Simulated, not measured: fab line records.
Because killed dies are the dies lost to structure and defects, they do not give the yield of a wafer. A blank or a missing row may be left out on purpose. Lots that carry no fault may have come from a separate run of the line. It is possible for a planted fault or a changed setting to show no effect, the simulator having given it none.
Check of tool commonality || flow n5 finfet || 8 lots, 24 wafers sampled

REASON IT WAS OPENED
At N5_BEOL_M8_THK_MEAS_53 the reading M8_THK is flagged on 3 of 8 lots. No-fault wafers: 78.6 nm, standard deviation 1.9.
Rule: a lot is flagged in two cases, either no wafer of it has a number, or all its wafers with numbers fall more than 4 standard deviations from that mean. All remaining lots are regarded as sound.

{"lot": "L696", "measured": "day 10 23:42", "on": "film metro-01", "M8_THK (nm), wafer by wafer": "79.7 82.5 80.3", "flag": ""}
{"lot": "L705", "measured": "day 12 19:17", "on": "film metro-02", "M8_THK (nm), wafer by wafer": "78.2 76.7 78.2", "flag": ""}
{"lot": "L704", "measured": "day 13 02:29", "on": "film metro-01", "M8_THK (nm), wafer by wafer": "296.2 295.5 294.9", "flag": "FLAGGED"}
{"lot": "L706", "measured": "day 13 03:10", "on": "film metro-02", "M8_THK (nm), wafer by wafer": "294.2 292.0 293.9", "flag": "FLAGGED"}
{"lot": "L707", "measured": "day 13 03:50", "on": "film metro-02", "M8_THK (nm), wafer by wafer": "293.7 295.1 295.1", "flag": "FLAGGED"}
{"lot": "L709", "measured": "day 13 21:42", "on": "film metro-01", "M8_THK (nm), wafer by wafer": "77.2 74.5 76.2", "flag": ""}
{"lot": "L713", "measured": "day 14 17:18", "on": "film metro-02", "M8_THK (nm), wafer by wafer": "79.4 78.6 75.9", "flag": ""}
{"lot": "L716", "measured": "day 15 16:27", "on": "film metro-01", "M8_THK (nm), wafer by wafer": "80.2 78.2 79.4", "flag": ""}
On average the flagged lots read 294.5 nm, which is +215.9 nm against the usual, or +99 or more standard deviations.

TOOL THAT RAN EACH LOT
The record holds 4 process steps before the reading, out of a route of 1938 steps. In each cell: the tool, then ch and the chambers that the sampled wafers went through, then the start.
{"lot": "L696", "flag": "", "N5_BEOL_M8_VIA_ETCH_34": "rie diel-06 ch 0,1,2, day 10 21:04", "N5_BEOL_M8_CURE_75": "uv cure-02 ch 1, day 10 21:36", "N5_BEOL_M8_SURFACE_TREAT_79": "pvd sputter-01, day 10 22:21", "N5_BEOL_M8_CMP_52": "cmp-03 ch 0,1,2, day 10 23:25"}
{"lot": "L705", "flag": "", "N5_BEOL_M8_VIA_ETCH_34": "rie diel-02 ch 0,2,3, day 12 16:31", "N5_BEOL_M8_CURE_75": "uv cure-02 ch 0, day 12 17:10", "N5_BEOL_M8_SURFACE_TREAT_79": "pvd sputter-02, day 12 18:13", "N5_BEOL_M8_CMP_52": "cmp-01 ch 1,2,3, day 12 19:00"}
{"lot": "L704", "flag": "FLAGGED", "N5_BEOL_M8_VIA_ETCH_34": "rie diel-02 ch 1,2,3, day 12 23:29", "N5_BEOL_M8_CURE_75": "uv cure-01 ch 2, day 13 00:01", "N5_BEOL_M8_SURFACE_TREAT_79": "pvd sputter-01, day 13 01:26", "N5_BEOL_M8_CMP_52": "cmp-01 ch 0,1, day 13 02:14"}
{"lot": "L706", "flag": "FLAGGED", "N5_BEOL_M8_VIA_ETCH_34": "rie diel-05 ch 0,1, day 12 23:49", "N5_BEOL_M8_CURE_75": "uv cure-01 ch 2, day 13 00:44", "N5_BEOL_M8_SURFACE_TREAT_79": "pvd sputter-01, day 13 01:46", "N5_BEOL_M8_CMP_52": "cmp-01 ch 0,2,3, day 13 02:52"}
{"lot": "L707", "flag": "FLAGGED", "N5_BEOL_M8_VIA_ETCH_34": "rie diel-06 ch 0,1,2, day 13 00:05", "N5_BEOL_M8_CURE_75": "uv cure-01 ch 1, day 13 01:49", "N5_BEOL_M8_SURFACE_TREAT_79": "pvd sputter-01, day 13 02:46", "N5_BEOL_M8_CMP_52": "cmp-03 ch 0,1,3, day 13 03:35"}
{"lot": "L709", "flag": "", "N5_BEOL_M8_VIA_ETCH_34": "rie diel-05 ch 1,2,3, day 13 18:23", "N5_BEOL_M8_CURE_75": "uv cure-01 ch 0, day 13 19:08", "N5_BEOL_M8_SURFACE_TREAT_79": "pvd sputter-02, day 13 20:13", "N5_BEOL_M8_CMP_52": "cmp-01 ch 0,3, day 13 21:25"}
{"lot": "L713", "flag": "", "N5_BEOL_M8_VIA_ETCH_34": "rie diel-02 ch 1,2,3, day 14 13:38", "N5_BEOL_M8_CURE_75": "uv cure-01 ch 2, day 14 14:05", "N5_BEOL_M8_SURFACE_TREAT_79": "pvd sputter-02, day 14 16:07", "N5_BEOL_M8_CMP_52": "cmp-01 ch 0,1,2, day 14 17:01"}
{"lot": "L716", "flag": "", "N5_BEOL_M8_VIA_ETCH_34": "rie diel-02 ch 1,3, day 15 13:44", "N5_BEOL_M8_CURE_75": "uv cure-01 ch 1, day 15 14:14", "N5_BEOL_M8_SURFACE_TREAT_79": "pvd sputter-01, day 15 15:20", "N5_BEOL_M8_CMP_52": "cmp-03 ch 1,2,3, day 15 16:09"}
What these steps do:
- N5_BEOL_M8_VIA_ETCH_34: etches SiCOH lowk in C4F6/O2, target depth 125.5 nm, time 50.5 s.
- N5_BEOL_M8_CURE_75: cures SiCOH lowk, time 120 s.
- N5_BEOL_M8_SURFACE_TREAT_79
- N5_BEOL_M8_CMP_52: polishes, stops on SiCOH lowk, t overpolish 6.9 s, target thk 80 nm.
- N5_BEOL_M8_THK_MEAS_53: measures by xrf.

FLAGGED AGAINST TOTAL, ONE TOOL AT A TIME (gauges that did the reading follow at the end)
{"step": "N5_BEOL_M8_VIA_ETCH_34", "tool": "rie diel-02", "lots run": 4, "flagged": 1, "share of the flagged lots": "some", "sound lots run after its first flagged lot": "2 (L713,L716)"}
{"step": "N5_BEOL_M8_VIA_ETCH_34", "tool": "rie diel-05", "lots run": 2, "flagged": 1, "share of the flagged lots": "some", "sound lots run after its first flagged lot": "1 (L709)"}
{"step": "N5_BEOL_M8_VIA_ETCH_34", "tool": "rie diel-06", "lots run": 2, "flagged": 1, "share of the flagged lots": "some", "sound lots run after its first flagged lot": 0}
{"step": "N5_BEOL_M8_CURE_75", "tool": "uv cure-01", "lots run": 6, "flagged": 3, "share of the flagged lots": "all", "sound lots run after its first flagged lot": "3 (L709,L713,L716)"}
{"step": "N5_BEOL_M8_CURE_75", "tool": "uv cure-02", "lots run": 2, "flagged": 0, "share of the flagged lots": "none", "sound lots run after its first flagged lot": "-"}
{"step": "N5_BEOL_M8_SURFACE_TREAT_79", "tool": "pvd sputter-01", "lots run": 5, "flagged": 3, "share of the flagged lots": "all", "sound lots run after its first flagged lot": "1 (L716)"}
{"step": "N5_BEOL_M8_SURFACE_TREAT_79", "tool": "pvd sputter-02", "lots run": 3, "flagged": 0, "share of the flagged lots": "none", "sound lots run after its first flagged lot": "-"}
{"step": "N5_BEOL_M8_CMP_52", "tool": "cmp-01", "lots run": 5, "flagged": 2, "share of the flagged lots": "some", "sound lots run after its first flagged lot": "2 (L709,L713)"}
{"step": "N5_BEOL_M8_CMP_52", "tool": "cmp-03", "lots run": 3, "flagged": 1, "share of the flagged lots": "some", "sound lots run after its first flagged lot": "1 (L716)"}
{"step": "N5_BEOL_M8_THK_MEAS_53", "tool": "film metro-01", "lots run": 4, "flagged": 1, "share of the flagged lots": "some", "sound lots run after its first flagged lot": "2 (L709,L716)"}
{"step": "N5_BEOL_M8_THK_MEAS_53", "tool": "film metro-02", "lots run": 4, "flagged": 2, "share of the flagged lots": "some", "sound lots run after its first flagged lot": "1 (L713)"}

WHAT IS ALLOWED BY THE TABLE
In 2 table rows, all flagged lots were run: uv cure-01 (N5_BEOL_M8_CURE_75), pvd sputter-01 (N5_BEOL_M8_SURFACE_TREAT_79).
- uv cure-01 at N5_BEOL_M8_CURE_75: 3 of its 6 lots flagged. After the first flagged lot (L709, L713, L716), sound lots still ran on it; a lasting fault on the whole tool would not permit that.
- pvd sputter-01 at N5_BEOL_M8_SURFACE_TREAT_79: 3 of its 5 lots flagged. After the first flagged lot (L716), sound lots still ran on it; a lasting fault on the whole tool would not permit that.
Not one row of the table ran every flagged lot while running no sound lot after the first.

WHAT HAD BEEN PUT IN BY THE SIMULATOR
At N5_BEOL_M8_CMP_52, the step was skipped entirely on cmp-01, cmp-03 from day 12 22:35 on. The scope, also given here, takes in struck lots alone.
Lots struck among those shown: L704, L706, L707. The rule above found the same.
